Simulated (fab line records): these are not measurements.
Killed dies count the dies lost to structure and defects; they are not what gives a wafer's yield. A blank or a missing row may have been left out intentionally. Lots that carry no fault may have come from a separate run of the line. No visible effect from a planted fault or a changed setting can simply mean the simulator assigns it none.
Matching of chambers | flow nandHarc | NHARC_A_WL_FILL_ALD_10 on aldHk-04: 4 sister chambers
The step deposits SiO2, target thk 50 nm, pulse time 10 s, ald cycles 500. 4 wafers are shown with their chamber, then 12 later ones without.

## WAFERS, EACH WITH ITS CHAMBER
wafer  | chamber | heaterPowerW (W)
L087.2 | 1       | 422
L088.2 | 0       | 421
L088.3 | 2       | 379
L088.4 | 3       | 511

## WAFERS WITHOUT THEIR CHAMBER
wafer  | heaterPowerW (W)
L090.4 | 412
L090.5 | 409
L090.6 | 409
L093.4 | 406
L093.2 | 420
L093.5 | 401
L095.4 | 403
L095.5 | 414
L095.6 | 544
L097.2 | 401
L097.1 | 421
L097.5 | 397

## THE CHAMBER EACH PASSED THROUGH
wafer  | from the rows above          | in truth
L090.4 | can't be placed: 0 or 1 or 2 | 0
L090.5 | can't be placed: 0 or 1 or 2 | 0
L090.6 | can't be placed: 0 or 1 or 2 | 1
L093.4 | can't be placed: 0 or 1 or 2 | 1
L093.2 | can't be placed: 0 or 1      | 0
L093.5 | can't be placed: 0 or 1 or 2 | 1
L095.4 | can't be placed: 0 or 1 or 2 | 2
L095.5 | can't be placed: 0 or 1 or 2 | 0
L095.6 | 3                            | 3
L097.2 | can't be placed: 0 or 1 or 2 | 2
L097.1 | can't be placed: 0 or 1      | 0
L097.5 | can't be placed: 2 or 0 or 1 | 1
Correctly placed: 1 of 12. From these rows, 11 cannot be placed; in 11 the true chamber is one of the candidates. 0 placed wrongly.
How it was worked out, from the rows above alone: a wafer's distance from a chamber is the root of the sum, over the readings, of the square of ((its reading less the chamber's mean) divided by the reading's scatter). If the next closest chamber is less than 2 further off than the closest, the wafer can't be placed; otherwise it belongs to the closest. Each chamber's mean is taken over the wafers shown for it. The scatter (one wafer shown for each chamber): square how far every hidden wafer sits from the nearest shown wafer, average those squares and take the square root.
